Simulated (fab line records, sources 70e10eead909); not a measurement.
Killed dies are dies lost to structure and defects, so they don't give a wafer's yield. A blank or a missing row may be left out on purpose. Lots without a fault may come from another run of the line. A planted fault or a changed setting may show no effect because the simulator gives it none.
Chamber matching | flow nand_harc | NHARC_A_CHANNEL_FILL_D1_ALD_25 on ald_hk-04: 4 sister chambers
The step deposits SiOx, target thk 60 nm, pulse time 10 s, ald cycles 600. 8 wafers are shown with their chamber, then 12 later ones without.

WAFERS WITH THEIR CHAMBER
wafer  | chamber | heater_power_w (W) | precursor_pulse_height_rel
L086.2 | 3       | 510                | 0.997
L086.5 | 1       | 570                | 1.013
L088.1 | 3       | 516                | 0.981
L088.2 | 2       | 505                | 0.983
L088.4 | 1       | 577                | 1.002
L090.1 | 0       | 480                | 1.015
L090.3 | 2       | 497                | 1.019
L090.5 | 0       | 491                | 0.992

WAFERS WITHOUT THEIR CHAMBER
wafer  | heater_power_w (W) | precursor_pulse_height_rel
L092.1 | 591                | 1.001
L092.4 | 513                | 1.002
L092.3 | 503                | 0.977
L093.4 | 508                | 0.990
L093.1 | 491                | 0.998
L093.6 | 500                | 1.016
L094.1 | 504                | 1.000
L094.2 | 581                | 0.965
L094.5 | 490                | 0.989
L095.3 | 515                | 1.010
L095.5 | 519                | 1.041
L095.6 | 498                | 1.018

WHICH CHAMBER EACH WENT THROUGH
wafer  | from the rows above          | in truth
L092.1 | 1                            | 1
L092.4 | can't be placed: 3 or 2      | 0
L092.3 | can't be placed: 2 or 3 or 0 | 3
L093.4 | can't be placed: 3 or 2      | 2
L093.1 | can't be placed: 0 or 2      | 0
L093.6 | can't be placed: 2 or 0 or 3 | 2
L094.1 | can't be placed: 2 or 3      | 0
L094.2 | 1                            | 1
L094.5 | can't be placed: 0 or 2      | 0
L095.3 | can't be placed: 3 or 2      | 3
L095.5 | can't be placed: 3 or 2      | 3
L095.6 | can't be placed: 2 or 0 or 3 | 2
Placed correctly: 2 of 12. Can't be placed from these rows: 10 (the true chamber is among the candidates in 8). Placed wrongly: 0.
How it was worked out, from the rows above alone: a wafer's distance from a chamber is the root of the sum, over the readings, of the square of ((its reading less the chamber's mean) divided by the reading's scatter). The wafer belongs to the nearest chamber; if the next one is less than 2 further off, it can't be placed. A chamber's mean is the mean of its shown wafers. The scatter: the root of (the sum of the squares of (reading less its chamber's mean) over the shown wafers, divided by (wafers less chambers)).
